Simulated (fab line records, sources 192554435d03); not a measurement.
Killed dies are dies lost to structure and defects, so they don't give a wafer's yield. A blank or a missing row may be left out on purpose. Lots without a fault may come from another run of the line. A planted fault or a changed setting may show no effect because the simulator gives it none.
Which tool did it? | flow n5_finfet | 24 lots, 72 wafers sampled, at 5 steps of a route of 1938

WHAT THE GAUGES READ, wafer by wafer
N5_FIN_CUT_OVL_MEAS_09. Usual: FIN_CUT_OVL -0.2 nm, standard deviation 0.61.
lot  | measured    | on         | FIN_CUT_OVL (nm) | flag
L074 | day 2 03:16 | overlay-02 | -0.6 -0.4 1.1    |
L075 | day 2 08:20 | overlay-02 | -0.7 -0.4 -0.3   |
L076 | day 2 15:04 | overlay-02 | -0.2 0.2 0.9     |
L077 | day 2 21:13 | overlay-01 | -1.2 -0.9 -0.3   |
L078 | day 3 02:32 | overlay-02 | -1.1 0.1 -1.0    |
L079 | day 3 09:01 | overlay-02 | -0.5 -0.3 -0.6   |
L080 | day 3 15:44 | overlay-01 | -1.4 -0.3 0.1    |
L081 | day 3 22:51 | overlay-02 | -0.1 0.9 -0.2    |
L082 | day 4 03:08 | overlay-01 | -0.8 0.0 0.3     |
L083 | day 4 08:53 | overlay-02 | -0.1 -0.6 -0.2   |
L084 | day 4 15:08 | overlay-02 | 0.3 0.2 -0.2     |
L085 | day 4 21:41 | overlay-01 | -0.6 -0.3 -1.3   |
L086 | day 5 05:16 | overlay-02 | -0.2 0.6 -0.7    |
L087 | day 5 09:59 | overlay-02 | -0.8 0.4 0.7     |
L088 | day 5 14:16 | overlay-02 | 0.5 0.1 0.1      |
L089 | day 5 20:29 | overlay-02 | -0.9 -0.3 0.7    |
L090 | day 6 02:32 | overlay-01 | -0.2 1.0 0.0     |
L091 | day 6 08:55 | overlay-02 | -0.6 -0.2 1.2    |
L092 | day 6 16:37 | overlay-02 | -0.2 -0.3 -0.2   |
L093 | day 6 22:10 | overlay-02 | 1.3 0.9 0.8      |
L094 | day 7 04:08 | overlay-01 | -0.8 -0.7 -0.8   |
L095 | day 7 08:55 | overlay-02 | -0.9 -1.1 -1.1   |
L096 | day 7 16:16 | overlay-01 | -0.4 -0.6 -0.1   |
L097 | day 7 20:58 | overlay-02 | 0.1 0.3 -0.6     |

N5_DUMMY_GATE_OVL_MEAS_16. Usual: GATE_OVL 0.6 nm, standard deviation 0.58.
lot  | measured    | on         | GATE_OVL (nm) | flag
L074 | day 2 21:48 | overlay-02 | 0.4 0.2 0.5   |
L075 | day 3 02:52 | overlay-02 | 1.1 -0.2 0.5  |
L076 | day 3 19:05 | overlay-01 | 0.8 1.2 1.4   |
L077 | day 3 23:37 | overlay-02 | -0.1 -0.1 0.1 |
L078 | day 4 03:40 | overlay-01 | 1.2 1.3 1.7   |
L079 | day 4 07:33 | overlay-02 | 0.4 0.4 1.0   |
L080 | day 4 10:31 | overlay-01 | -0.1 0.2 1.2  |
L081 | day 4 20:02 | overlay-01 | -0.2 0.9 0.4  |
L082 | day 4 22:29 | overlay-02 | -0.7 0.4 0.6  |
L083 | day 5 04:23 | overlay-02 | 0.5 0.3 0.4   |
L084 | day 5 12:27 | overlay-01 | 0.5 0.5 1.1   |
L085 | day 6 00:36 | overlay-02 | 0.4 0.9 0.1   |
L086 | day 6 00:38 | overlay-01 | 0.7 0.8 1.5   |
L087 | day 6 07:02 | overlay-02 | 1.4 0.8 1.8   |
L088 | day 6 13:20 | overlay-02 | 1.2 1.7 1.5   |
L089 | day 6 16:01 | overlay-01 | 0.9 0.5 0.3   |
L090 | day 6 23:09 | overlay-01 | 0.1 0.6 0.3   |
L091 | day 7 06:08 | overlay-01 | 0.5 0.1 0.4   |
L092 | day 7 15:42 | overlay-01 | 1.3 1.3 0.9   |
L093 | day 7 20:10 | overlay-02 | 1.3 0.9 0.2   |
L094 | day 7 23:25 | overlay-02 | 1.4 1.2 1.0   |
L095 | day 8 04:05 | overlay-02 | -0.3 0.6 0.5  |
L096 | day 8 13:56 | overlay-02 | 0.8 0.4 2.0   |
L097 | day 8 15:31 | overlay-01 | -0.2 0.5 -0.7 |

N5_DUMMY_GATE_CD_MEAS_50: target cd 14 nm. Usual: cd_nm 14.0 nm, standard deviation 0.33.
lot  | measured    | on        | cd_nm (nm)     | flag
L074 | day 2 22:41 | cd_sem-02 | 14.4 14.3 14.4 |
L075 | day 3 03:20 | cd_sem-01 | 13.7 13.6 14.0 |
L076 | day 3 19:34 | cd_sem-01 | 13.3 13.9 14.2 |
L077 | day 4 00:18 | cd_sem-02 | 13.4 13.9 13.7 |
L078 | day 4 04:08 | cd_sem-03 | 13.9 14.6 14.4 |
L079 | day 4 08:01 | cd_sem-01 | 13.7 14.4 13.9 |
L080 | day 4 10:59 | cd_sem-02 | 14.2 14.7 14.2 |
L081 | day 4 20:30 | cd_sem-02 | 13.6 14.1 14.3 |
L082 | day 4 22:59 | cd_sem-03 | 14.1 13.8 14.6 |
L083 | day 5 04:50 | cd_sem-02 | 13.9 13.7 14.1 |
L084 | day 5 12:57 | cd_sem-03 | 13.5 14.0 13.4 |
L085 | day 6 01:52 | cd_sem-02 | 13.9 14.3 13.8 |
L086 | day 6 02:17 | cd_sem-01 | 13.8 14.0 14.4 |
L087 | day 6 07:46 | cd_sem-01 | 14.0 14.1 13.6 |
L088 | day 6 13:47 | cd_sem-01 | 14.2 14.3 13.5 |
L089 | day 6 16:35 | cd_sem-01 | 14.3 14.0 14.3 |
L090 | day 6 23:55 | cd_sem-03 | 14.1 13.3 13.8 |
L091 | day 7 06:49 | cd_sem-03 | 13.5 13.8 13.7 |
L092 | day 7 16:10 | cd_sem-03 | 14.2 13.8 14.0 |
L093 | day 7 20:37 | cd_sem-03 | 13.7 14.4 13.4 |
L094 | day 7 23:56 | cd_sem-03 | 13.8 14.3 14.1 |
L095 | day 8 04:33 | cd_sem-03 | 13.7 14.4 13.9 |
L096 | day 8 14:24 | cd_sem-02 | 13.9 13.4 13.6 |
L097 | day 8 16:14 | cd_sem-02 | 14.4 14.2 14.4 |

WHICH TOOL RAN EACH LOT (tool, then ch and the chambers of the sampled wafers, then the start)
lot  | N5_FIN_SAQP_HM_OPEN_33            | N5_FIN_SAQP_STRIP_77
L074 | rie_diel-02 ch 0,1, day 2 02:23   | rie_diel-02 ch 0,1, day 2 02:29
L075 | rie_diel-02 ch 0,2,3, day 2 07:27 | rie_diel-02 ch 0,2,3, day 2 07:33
L076 | rie_diel-02 ch 0,1, day 2 14:04   | rie_diel-02 ch 0,1, day 2 14:10
L077 | rie_diel-02 ch 0,1, day 2 20:20   | rie_diel-02 ch 0,1, day 2 20:25
L078 | rie_diel-02 ch 1,3, day 3 01:40   | rie_diel-02 ch 1,3, day 3 01:46
L079 | rie_diel-05 ch 0,1,2, day 3 08:01 | rie_diel-05 ch 0,1,2, day 3 08:06
L080 | rie_diel-05 ch 0,1,3, day 3 14:43 | rie_diel-05 ch 0,1,3, day 3 14:48
L081 | rie_diel-06 ch 0,1,3, day 3 21:58 | rie_diel-06 ch 0,1,3, day 3 22:04
L082 | rie_diel-06 ch 0,1,2, day 4 02:08 | rie_diel-06 ch 0,1,2, day 4 02:13
L083 | rie_diel-06 ch 0,2,3, day 4 07:58 | rie_diel-06 ch 0,2,3, day 4 08:04
L084 | rie_diel-06 ch 0,2, day 4 14:08   | rie_diel-06 ch 0,2, day 4 14:13
L085 | rie_diel-02 ch 1,2,3, day 4 20:41 | rie_diel-02 ch 1,2,3, day 4 20:47
L086 | rie_diel-06 ch 0,1,3, day 5 04:16 | rie_diel-06 ch 0,1,3, day 5 04:21
L087 | rie_diel-05 ch 0,2, day 5 08:58   | rie_diel-05 ch 0,2, day 5 09:04
L088 | rie_diel-06 ch 1,2,3, day 5 13:16 | rie_diel-06 ch 1,2,3, day 5 13:22
L089 | rie_diel-06 ch 2,3, day 5 19:30   | rie_diel-06 ch 2,3, day 5 19:35
L090 | rie_diel-05 ch 0,1,3, day 6 01:40 | rie_diel-05 ch 0,1,3, day 6 01:45
L091 | rie_diel-05 ch 1,3, day 6 07:55   | rie_diel-05 ch 1,3, day 6 08:01
L092 | rie_diel-05 ch 1,2,3, day 6 15:44 | rie_diel-05 ch 1,2,3, day 6 15:50
L093 | rie_diel-02 ch 0,1,3, day 6 21:07 | rie_diel-02 ch 0,1,3, day 6 21:13
L094 | rie_diel-06 ch 0,1,2, day 7 03:08 | rie_diel-06 ch 0,1,2, day 7 03:13
L095 | rie_diel-05 ch 0,1, day 7 07:55   | rie_diel-05 ch 0,1, day 7 08:01
L096 | rie_diel-06 ch 0,1, day 7 15:23   | rie_diel-06 ch 0,1, day 7 15:28
L097 | rie_diel-05 ch 0,3, day 7 19:59   | rie_diel-05 ch 0,3, day 7 20:04
- N5_FIN_SAQP_HM_OPEN_33: chemistry CH3F/O2, target SiNx, target depth 49.4 nm, time 70.6 s.
- N5_FIN_SAQP_STRIP_77: strips in N2/H2, time 90 s.

WHAT THE TOOLS THEMSELVES READ (means of the sampled wafers that have a number; where no wafer has one, the mark that the record gives instead)
N5_FIN_SAQP_HM_OPEN_33. Usual: drypump_motor_current_A 5.8 A, standard deviation 0.48; etch_rf_on_time_s 68.8 s, standard deviation 1.3; oes_ar_750_au 0.80 a.u., standard deviation 0.064; oes_f_703_au 0.81 a.u., standard deviation 0.067; oes_product_au 0.68 a.u., standard deviation 0.056; rf_vpp_V 295 V, standard deviation 6.3; showerhead_plenum_p_Torr 2.04 Torr, standard deviation 0.038; throttle_valve_pct 16.38 %, standard deviation 0.22.
lot  | tool        | drypump_motor_current_A (A) | etch_rf_on_time_s (s) | oes_ar_750_au (a.u.) | oes_f_703_au (a.u.) | oes_product_au (a.u.) | rf_vpp_V (V) | showerhead_plenum_p_Torr (Torr) | throttle_valve_pct (%) | flag
L074 | rie_diel-02 | 6.4                         | 69.1                  | 0.81                 | 0.81                | 0.69                  | 295          | 2.03                            | 16.16                  |
L075 | rie_diel-02 | 5.8                         | 70.4                  | 0.84                 | 0.85                | 0.71                  | 289          | 2.05                            | 16.50                  |
L076 | rie_diel-02 | 6.4                         | 68.1                  | 0.81                 | 0.81                | 0.68                  | 294          | 2.03                            | 16.17                  |
L077 | rie_diel-02 | 6.5                         | 69.2                  | 0.87                 | 0.88                | 0.73                  | 294          | 2.08                            | 16.18                  |
L078 | rie_diel-02 | 6.2                         | 69.7                  | 0.76                 | 0.77                | 0.65                  | 291          | 2.00                            | 16.29                  |
L079 | rie_diel-05 | 5.6                         | 67.1                  | 0.83                 | 0.83                | 0.71                  | 304          | 2.05                            | 16.31                  |
L080 | rie_diel-05 | 5.7                         | 67.7                  | 0.86                 | 0.87                | 0.74                  | 300          | 2.06                            | 16.32                  |
L081 | rie_diel-06 | 5.9                         | 70.5                  | 0.78                 | 0.79                | 0.66                  | 295          | 2.04                            | 16.47                  |
L082 | rie_diel-06 | 5.9                         | 68.7                  | 0.76                 | 0.78                | 0.65                  | 290          | 2.03                            | 16.40                  |
L083 | rie_diel-06 | 5.9                         | 69.7                  | 0.81                 | 0.82                | 0.68                  | 293          | 2.02                            | 16.42                  |
L084 | rie_diel-06 | 6.1                         | 68.9                  | 0.77                 | 0.77                | 0.64                  | 288          | 2.00                            | 16.47                  |
L085 | rie_diel-02 | 5.8                         | 70.2                  | 0.76                 | 0.77                | 0.64                  | 289          | 2.01                            | 16.52                  |
L086 | rie_diel-06 | 5.9                         | 68.7                  | 0.77                 | 0.79                | 0.65                  | 294          | 2.03                            | 16.49                  |
L087 | rie_diel-05 | 5.1                         | 68.4                  | 0.77                 | 0.76                | 0.67                  | 302          | 2.06                            | 16.22                  |
L088 | rie_diel-06 | 5.6                         | 68.9                  | 0.80                 | 0.81                | 0.67                  | 295          | 2.04                            | 16.36                  |
L089 | rie_diel-06 | 5.6                         | 68.8                  | 0.83                 | 0.83                | 0.70                  | 293          | 2.03                            | 16.31                  |
L090 | rie_diel-05 | 5.7                         | 68.3                  | 0.84                 | 0.85                | 0.72                  | 300          | 2.06                            | 16.35                  |
L091 | rie_diel-05 | 5.7                         | 68.6                  | 0.85                 | 0.85                | 0.72                  | 297          | 2.08                            | 16.18                  |
L092 | rie_diel-05 | 5.5                         | 68.9                  | 0.81                 | 0.81                | 0.70                  | 301          | 2.07                            | 16.19                  |
L093 | rie_diel-02 | 6.2                         | 68.9                  | 0.80                 | 0.80                | 0.68                  | 291          | 2.03                            | 16.36                  |
L094 | rie_diel-06 | 5.9                         | 68.1                  | 0.74                 | 0.75                | 0.62                  | 290          | 2.02                            | 16.45                  |
L095 | rie_diel-05 | 5.7                         | 67.0                  | 0.81                 | 0.82                | 0.70                  | 303          | 2.03                            | 16.54                  |
L096 | rie_diel-06 | 6.2                         | 70.3                  | 0.72                 | 0.73                | 0.60                  | 290          | 2.01                            | 16.58                  |
L097 | rie_diel-05 | 5.5                         | 67.8                  | 0.81                 | 0.81                | 0.69                  | 299          | 2.05                            | 16.42                  |

N5_FIN_SAQP_STRIP_77. Usual: drypump_motor_current_A 5.8 A, standard deviation 0.48; oes_product_au 0.80 a.u., standard deviation 0.068; rf_vpp_V 45.4 V, standard deviation 0.83; showerhead_plenum_p_Torr 3.44 Torr, standard deviation 0.075; throttle_valve_pct 12.21 %, standard deviation 0.17.
lot  | tool        | drypump_motor_current_A (A) | oes_product_au (a.u.) | rf_vpp_V (V) | showerhead_plenum_p_Torr (Torr) | throttle_valve_pct (%) | flag
L074 | rie_diel-02 | 6.4                         | 0.81                  | 45.4         | 3.45                            | 12.09                  |
L075 | rie_diel-02 | 5.8                         | 0.84                  | 45.2         | 3.47                            | 12.32                  |
L076 | rie_diel-02 | 6.3                         | 0.81                  | 45.8         | 3.45                            | 12.10                  |
L077 | rie_diel-02 | 6.5                         | 0.87                  | 46.0         | 3.53                            | 12.12                  |
L078 | rie_diel-02 | 6.2                         | 0.74                  | 45.1         | 3.38                            | 12.22                  |
L079 | rie_diel-05 | 5.5                         | 0.84                  | 44.7         | 3.45                            | 12.11                  |
L080 | rie_diel-05 | 5.7                         | 0.87                  | 45.7         | 3.46                            | 12.07                  |
L081 | rie_diel-06 | 5.9                         | 0.79                  | 45.2         | 3.42                            | 12.28                  |
L082 | rie_diel-06 | 5.9                         | 0.76                  | 46.1         | 3.42                            | 12.25                  |
L083 | rie_diel-06 | 5.9                         | 0.81                  | 45.7         | 3.40                            | 12.25                  |
L084 | rie_diel-06 | 6.1                         | 0.76                  | 45.2         | 3.38                            | 12.36                  |
L085 | rie_diel-02 | 5.8                         | 0.75                  | 45.5         | 3.37                            | 12.36                  |
L086 | rie_diel-06 | 5.9                         | 0.77                  | 45.4         | 3.42                            | 12.31                  |
L087 | rie_diel-05 | 5.1                         | 0.77                  | 45.3         | 3.48                            | 12.13                  |
L088 | rie_diel-06 | 5.6                         | 0.80                  | 45.7         | 3.44                            | 12.15                  |
L089 | rie_diel-06 | 5.6                         | 0.82                  | 46.7         | 3.41                            | 12.11                  |
L090 | rie_diel-05 | 5.7                         | 0.84                  | 45.3         | 3.45                            | 12.11                  |
L091 | rie_diel-05 | 5.7                         | 0.85                  | 45.1         | 3.50                            | 12.04                  |
L092 | rie_diel-05 | 5.5                         | 0.82                  | 45.4         | 3.49                            | 12.08                  |
L093 | rie_diel-02 | 6.3                         | 0.78                  | 45.4         | 3.45                            | 12.30                  |
L094 | rie_diel-06 | 5.9                         | 0.74                  | 45.0         | 3.41                            | 12.32                  |
L095 | rie_diel-05 | 5.7                         | 0.82                  | 45.2         | 3.39                            | 12.24                  |
L096 | rie_diel-06 | 6.2                         | 0.71                  | 45.0         | 3.39                            | 12.49                  |
L097 | rie_diel-05 | 5.5                         | 0.80                  | 44.9         | 3.43                            | 12.16                  |

THE ANSWER, worked out from the rows above alone
Rule: a lot is off if the mean of its wafers that have a number lies more than 3 standard deviations from the usual mean. A lot without any number at a reading at which 4 lots or more have one is off too. The other lots that the step has rows for count as sound. The gauges are gone through in route order, then the tools' own readings, and for those a lot's mean is taken as printed above. The first step at which some lot is off is used, and at that step the reading that is off furthest; a lot without a number counts as furthest.
No lot is off at any reading shown: from this, nothing can be told.

WHAT THE SIMULATOR HAD PUT IN
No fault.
